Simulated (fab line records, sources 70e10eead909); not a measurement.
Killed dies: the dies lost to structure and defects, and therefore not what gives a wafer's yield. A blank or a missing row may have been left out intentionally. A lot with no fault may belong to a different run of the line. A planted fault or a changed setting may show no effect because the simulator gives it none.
Problem report in the 8D (eight disciplines) form, filled by code | flow nand-harc | the parts of the form that need people (team, actions taken, sign-off) are left out

## 1. PROBLEM STATEMENT
Mean of thk-nm at NHARC_A_ONON_D2_THK_MEAS_27: 1170 nm across 6 wafers in 2 lots; on wafers with no fault it is 997 nm (standard deviation 11). That puts it +16 standard deviations away from the usual mean.
The step: measures by ellipsometry.
Seen first at day 17 04:28 on film-metro-02, wafer L855.2. The record holds 39 wafers of 13 lots with a number at this step. Rule for "out", or "out of limits": more than 4 standard deviations from the usual mean. The rest of the wafers with a number are treated as sound.

## 2. WHAT IT IS AND WHAT IT IS NOT
question                    | is                           | is not
which readings at this step | thk-nm                       | -
which lots                  | L855, L857                   | L847, L848, L849, L850, L852, L853, L860, L863, L865, L867, L868
which wafers of those lots  | all that have a number       | -
read on which gauges        | film-metro-01, film-metro-02 | -
when                        | from day 17 04:28            | up to then (18 sound wafers); but 15 sound wafers of L860, L863, L865, L867, L868 came after

## 3. WHAT RULES OUT EACH SUSPECT
Counting: a tool at a process step up to the reading stays a suspect if it ran every lot that is out and no sound lot after the first of them.
- the gauge at NHARC_A_ONON_D2_THK_MEAS_27 has been ruled out. The wafers that are out were read on 2 gauges (film-metro-01, film-metro-02).
- cmp-03 at NHARC_A_DECK1_JOINT_CMP_13 (polishes, target thk 51.023 nm): ruled out as a lasting fault. Sound lots L860 ran on it after its first lot that is out, L855 (day 15 14:53).
- pecvd-onon-02 at NHARC_A_ONON_D2_DEP_25 (target thk 1000 nm): ruled out as a lasting fault. Sound lots L863, L865, L867 ran on it after its first lot that is out, L855 (day 17 04:00).
Left after counting: nothing in the record.

## 4. THE CAUSE (what the simulator had put in)
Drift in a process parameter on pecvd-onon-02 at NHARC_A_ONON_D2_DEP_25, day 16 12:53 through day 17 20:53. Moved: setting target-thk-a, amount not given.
Counting ruled it out, wrongly: the rule takes a fault to strike every lot that its tool runs from its start on, and this one did not.

## 5. SEQUENCE OF EFFECTS, ordered by route
Each row: a reading whose mean over the struck wafers that have a number lies more than 3 standard deviations from the usual. Scope: only readings with a usual standard deviation given in the record; hours: median across lots of the time from each lot's start at the first step in this table that gives one to its start at this step; sigmas: change in usual standard deviations.
hours | step                        | reading | usual  | on struck wafers | change | sigmas
0     | NHARC_A_ONON_D2_THK_MEAS_27 | thk-nm  | 997 nm | 1170             | +173   | +16
At these later measuring or inspecting steps, every struck wafer for which the step has a row has a number for every such reading, and none has moved that far: NHARC_A_ONON_D2_INSPECT_32.

## 6. HOW IT WOULD HAVE BEEN CAUGHT EARLIER
In this record the first reading out of limits at a measuring or inspecting step was taken at day 17 04:28, 16 hours after the fault began at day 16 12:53.
